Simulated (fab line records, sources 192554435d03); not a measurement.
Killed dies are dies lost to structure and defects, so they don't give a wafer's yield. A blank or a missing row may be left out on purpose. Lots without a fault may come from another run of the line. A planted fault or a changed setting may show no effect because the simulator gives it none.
Which tool did it? | flow n5_finfet | 9 lots, 27 wafers sampled, at 5 steps of a route of 1938

WHAT THE GAUGES READ, wafer by wafer
N5_BEOL_M4_RC_MEAS_101. Usual: DIBL_N 36.6 mV/V, standard deviation 1.3; DIBL_P 36.4 mV/V, standard deviation 1.4; IOFF_N 0.167 nA/um, standard deviation 0.023; IOFF_P 0.219 nA/um, standard deviation 0.029; ION_N 678 uA/um, standard deviation 8.7; ION_P 464 uA/um, standard deviation 6.4; SS_N 71.5 mV/dec, standard deviation 0.53; SS_P 73.4 mV/dec, standard deviation 0.57; VT_N 248.5 mV, standard deviation 2.8; VT_P -249 mV, standard deviation 3.1.
lot  | measured     | on        | DIBL_N (mV/V)  | DIBL_P (mV/V)  | IOFF_N (nA/um)    | IOFF_P (nA/um)    | ION_N (uA/um) | ION_P (uA/um) | SS_N (mV/dec)  | SS_P (mV/dec)  | VT_N (mV)         | VT_P (mV)      | flag
L133 | day 9 01:15  | prober-02 | 35.6 37.3 36.9 | 34.5 36.0 36.0 | 0.152 0.181 0.180 | 0.219 0.244 0.244 | 676 685 679   | 470 472 468   | 71.3 71.9 71.7 | 73.5 73.3 73.9 | 247.8 246.9 249.0 | -246 -247 -245 |
L134 | day 9 10:55  | prober-02 | 37.2 37.2 39.4 | 36.1 35.8 38.8 | 0.166 0.158 0.219 | 0.233 0.233 0.279 | 688 691 702   | 471 470 477   | 71.8 71.2 71.9 | 73.2 73.9 74.0 | 247.2 246.0 242.7 | -245 -245 -246 |
L136 | day 10 10:31 | prober-02 | 39.2 37.6 38.4 | 38.2 36.8 37.3 | 0.191 0.175 0.176 | 0.240 0.219 0.224 | 684 681 684   | 465 464 466   | 72.3 72.0 72.6 | 73.7 72.9 73.1 | 248.0 247.0 248.2 | -246 -248 -246 |
L145 | day 13 08:50 | prober-02 | 37.3 38.8 37.2 | 36.1 38.8 35.9 | 0.187 0.219 0.182 | 0.241 0.290 0.238 | 675 681 669   | 464 468 459   | 72.4 72.3 72.7 | 73.5 75.0 73.2 | 248.6 245.4 246.7 | -245 -244 -246 |
L146 | day 14 05:10 | prober-01 | 36.7 36.8 35.3 | 35.2 37.2 35.2 | 0.151 0.157 0.133 | 0.167 0.193 0.169 | 675 674 665   | 448 460 453   | 72.3 71.7 71.6 | 73.0 73.3 72.5 | 250.5 248.2 251.8 | -255 -254 -252 |
L147 | day 14 22:52 | prober-02 | 35.9 37.9 36.3 | 35.8 39.4 36.2 | 0.145 0.187 0.144 | 0.185 0.237 0.190 | 671 676 673   | 463 460 460   | 70.8 71.9 71.6 | 72.9 74.0 73.7 | 248.9 245.3 253.4 | -254 -249 -252 |
L151 | day 15 15:37 | prober-01 | 37.1 37.7 36.9 | 39.1 38.4 38.3 | 0.171 0.176 0.168 | 0.247 0.233 0.222 | 674 675 678   | 463 465 466   | 72.1 72.4 71.7 | 73.3 73.7 73.8 | 249.8 250.0 252.3 | -248 -248 -251 |
L152 | day 15 22:28 | prober-01 | 38.3 37.2 37.2 | 39.0 36.4 36.5 | 0.231 0.193 0.188 | 0.281 0.235 0.234 | 704 689 690   | 477 468 468   | 71.8 71.3 71.6 | 74.7 74.4 73.3 | 242.5 245.3 245.2 | -245 -249 -250 |
L153 | day 15 15:25 | prober-02 | 36.2 36.1 35.8 | 37.2 36.6 36.3 | 0.160 0.153 0.151 | 0.197 0.182 0.179 | 679 676 679   | 461 457 460   | 71.8 71.3 70.9 | 72.2 72.6 72.6 | 248.6 251.2 250.6 | -252 -250 -252 |

WHICH TOOL RAN EACH LOT (tool, then ch and the chambers of the sampled wafers, then the start)
lot  | N5_FIN_CUT_ETCH_30                | N5_STI_FIN_REVEAL_ALD_14         | N5_STI_FIN_REVEAL_DENSIFY_30    | N5_STI_FIN_REVEAL_ETCHBACK_08
L133 | rie_diel-06 ch 2,3, day 2 21:16   | ald_sin-03 ch 0,3, day 2 22:13   | rtp_anneal-01 ch 0, day 3 04:14 | rie_diel-01 ch 0,1,3, day 3 04:30
L134 | rie_diel-06 ch 0,1,2, day 3 04:00 | ald_sin-03 ch 0,1,2, day 3 04:58 | rtp_anneal-02 ch 0, day 3 10:20 | rie_diel-01 ch 0,2,3, day 3 10:33
L136 | rie_diel-03 ch 0,2,3, day 3 17:14 | ald_sin-01 ch 0,1,2, day 3 18:16 | rtp_anneal-01 ch 0, day 3 23:53 | rie_diel-05 ch 0,1,2, day 4 00:10
L145 | rie_diel-02 ch 1,2,3, day 5 21:51 | ald_sin-03 ch 0,1,3, day 6 00:01 | rtp_anneal-02 ch 0, day 6 05:35 | rie_diel-04 ch 0,1,2, day 6 05:47
L146 | rie_diel-06 ch 1,2, day 6 04:24   | ald_sin-01 ch 0,1,2, day 6 05:25 | rtp_anneal-02 ch 0, day 6 10:50 | rie_diel-05 ch 0,1, day 6 11:01
L147 | rie_diel-02 ch 0,1,3, day 6 08:38 | ald_sin-04 ch 1,2,3, day 6 09:37 | rtp_anneal-01 ch 0, day 6 15:00 | rie_diel-01 ch 0,2, day 6 15:16
L151 | rie_diel-02 ch 0,1,2, day 7 10:17 | ald_sin-04 ch 2,3, day 7 11:54   | rtp_anneal-02 ch 0, day 7 17:30 | rie_diel-05 ch 1,2,3, day 7 17:37
L152 | rie_diel-03 ch 0,2,3, day 7 17:07 | ald_sin-03 ch 0,1, day 7 18:13   | rtp_anneal-02 ch 0, day 7 23:39 | rie_diel-05 ch 1,2,3, day 7 23:50
L153 | rie_diel-06 ch 0,3, day 7 21:01   | ald_sin-01 ch 0,2, day 7 21:58   | rtp_anneal-01 ch 0, day 8 03:20 | rie_diel-01 ch 1,2, day 8 03:38
- N5_FIN_CUT_ETCH_30: etches underlayer in N2/H2, target depth 13 nm, time 10.4 s.
- N5_STI_FIN_REVEAL_ALD_14: deposits Si3N4, target thk 3 nm.
- N5_STI_FIN_REVEAL_DENSIFY_30
- N5_STI_FIN_REVEAL_ETCHBACK_08: etches SiO2 in C4F6/O2, target depth 30.5 nm, time 10.167 s.

WHAT THE TOOLS THEMSELVES READ (means of the sampled wafers that have a number; where no wafer has one, the mark that the record gives instead)
N5_FIN_CUT_ETCH_30. Usual: drypump_motor_current_A 5.7 A, standard deviation 0.45; etch_rf_on_time_s 10.40 s, standard deviation 0.18; oes_product_au 0.66 a.u., standard deviation 0.077; rf_vpp_V 523.8 V, standard deviation 2.4; showerhead_plenum_p_Torr 2.54 Torr, standard deviation 0.08; throttle_valve_pct 17.91 %, standard deviation 0.24.
lot  | tool        | drypump_motor_current_A (A) | etch_rf_on_time_s (s) | oes_product_au (a.u.) | rf_vpp_V (V) | showerhead_plenum_p_Torr (Torr) | throttle_valve_pct (%) | flag
L133 | rie_diel-06 | 5.8                         | 10.31                 | 0.63                  | 522.8        | 2.51                            | 17.89                  |
L134 | rie_diel-06 | 5.7                         | 10.41                 | 0.62                  | 524.1        | 2.53                            | 17.91                  |
L136 | rie_diel-03 | 5.2                         | 10.61                 | 0.66                  | 521.4        | 2.44                            | 17.83                  |
L145 | rie_diel-02 | 6.0                         | 10.36                 | 0.72                  | 524.4        | 2.57                            | 17.85                  |
L146 | rie_diel-06 | 6.1                         | 10.27                 | 0.64                  | 524.3        | 2.50                            | 17.82                  |
L147 | rie_diel-02 | 5.9                         | 10.33                 | 0.77                  | 522.7        | 2.52                            | 17.79                  |
L151 | rie_diel-02 | 6.0                         | 10.39                 | 0.74                  | 524.5        | 2.57                            | 17.70                  |
L152 | rie_diel-03 | 5.2                         | 10.60                 | 0.70                  | 523.8        | 2.54                            | 17.73                  |
L153 | rie_diel-06 | 5.3                         | 10.28                 | 0.75                  | 522.5        | 2.50                            | 17.75                  |

N5_STI_FIN_REVEAL_ALD_14. Usual: chamber_pressure_Torr 2.001 Torr, standard deviation 0.0039; heater_power_outer_w 502 W, standard deviation 53; heater_power_w 812 W, standard deviation 80.
lot  | tool       | chamber_pressure_Torr (Torr) | heater_power_outer_w (W) | heater_power_w (W) | flag
L133 | ald_sin-03 | 2.002                        | 454                      | 734                |
L134 | ald_sin-03 | 2.001                        | 469                      | 778                |
L136 | ald_sin-01 | 2.000                        | 500                      | 782                |
L145 | ald_sin-03 | -                            | -                        | -                  | OFF
L146 | ald_sin-01 | -                            | -                        | -                  | OFF
L147 | ald_sin-04 | -                            | -                        | -                  | OFF
L151 | ald_sin-04 | 2.001                        | 596                      | 951                |
L152 | ald_sin-03 | 1.999                        | 473                      | 801                |
L153 | ald_sin-01 | 2.002                        | 478                      | 748                |

N5_STI_FIN_REVEAL_DENSIFY_30. Usual: lamp_power_pct 11.54 %, standard deviation 0.053.
lot  | tool          | lamp_power_pct (%) | flag
L133 | rtp_anneal-01 | 11.52              |
L134 | rtp_anneal-02 | 11.57              |
L136 | rtp_anneal-01 | 11.52              |
L145 | rtp_anneal-02 | 11.51              |
L146 | rtp_anneal-02 | 11.53              |
L147 | rtp_anneal-01 | 11.55              |
L151 | rtp_anneal-02 | 11.58              |
L152 | rtp_anneal-02 | 11.52              |
L153 | rtp_anneal-01 | 11.54              |

N5_STI_FIN_REVEAL_ETCHBACK_08. Usual: C4F6_flow_sccm 10.002 sccm, standard deviation 0.03; drypump_motor_current_A 5.8 A, standard deviation 0.49; oes_f_703_au 0.77 a.u., standard deviation 0.072; oes_o_777_au 0.77 a.u., standard deviation 0.072; oes_product_au 0.77 a.u., standard deviation 0.075; rf_vpp_V 667 V, standard deviation 7.1; showerhead_plenum_p_Torr 2.88 Torr, standard deviation 0.067; throttle_valve_pct 21.28 %, standard deviation 0.15.
lot  | tool        | C4F6_flow_sccm (sccm) | drypump_motor_current_A (A) | oes_f_703_au (a.u.) | oes_o_777_au (a.u.) | oes_product_au (a.u.) | rf_vpp_V (V) | showerhead_plenum_p_Torr (Torr) | throttle_valve_pct (%) | flag
L133 | rie_diel-01 | 10.025                | 5.7                         | 0.86                | 0.86                | 0.87                  | 664          | 2.85                            | 21.25                  |
L134 | rie_diel-01 | 9.985                 | 5.6                         | 0.83                | 0.82                | 0.83                  | 671          | 2.87                            | 21.19                  |
L136 | rie_diel-05 | 9.995                 | 6.1                         | 0.80                | 0.81                | 0.81                  | 667          | 2.95                            | 21.22                  |
L145 | rie_diel-04 | 9.984                 | 6.0                         | 0.69                | 0.69                | 0.69                  | 669          | 2.86                            | 21.35                  |
L146 | rie_diel-05 | 9.995                 | 6.0                         | 0.81                | 0.81                | 0.82                  | 667          | 2.96                            | 21.18                  |
L147 | rie_diel-01 | 10.056                | 6.0                         | 0.81                | 0.81                | 0.82                  | 674          | 2.84                            | 21.11                  |
L151 | rie_diel-05 | 10.035                | 6.2                         | 0.79                | 0.79                | 0.78                  | 663          | 2.86                            | 21.28                  |
L152 | rie_diel-05 | 9.963                 | 6.2                         | 0.78                | 0.79                | 0.78                  | 663          | 2.85                            | 21.28                  |
L153 | rie_diel-01 | 9.984                 | 5.4                         | 0.73                | 0.74                | 0.75                  | 668          | 2.87                            | 21.28                  |

THE ANSWER, worked out from the rows above alone
Rule: a lot is off if the mean of its wafers that have a number lies more than 3 standard deviations from the usual mean. A lot without any number at a reading at which 4 lots or more have one is off too. The other lots that the step has rows for count as sound. The gauges are gone through in route order, then the tools' own readings, and for those a lot's mean is taken as printed above. The first step at which some lot is off is used, and at that step the reading that is off furthest; a lot without a number counts as furthest.
Off: L145, L146, L147, at N5_STI_FIN_REVEAL_ALD_14 (chamber_pressure_Torr). Without a number there: L145, L146, L147.
A tool fits if, at that step or a process step before it, it ran every lot that is off, and no sound lot after the first of them. None of those tried fits.

WHAT THE SIMULATOR HAD PUT IN
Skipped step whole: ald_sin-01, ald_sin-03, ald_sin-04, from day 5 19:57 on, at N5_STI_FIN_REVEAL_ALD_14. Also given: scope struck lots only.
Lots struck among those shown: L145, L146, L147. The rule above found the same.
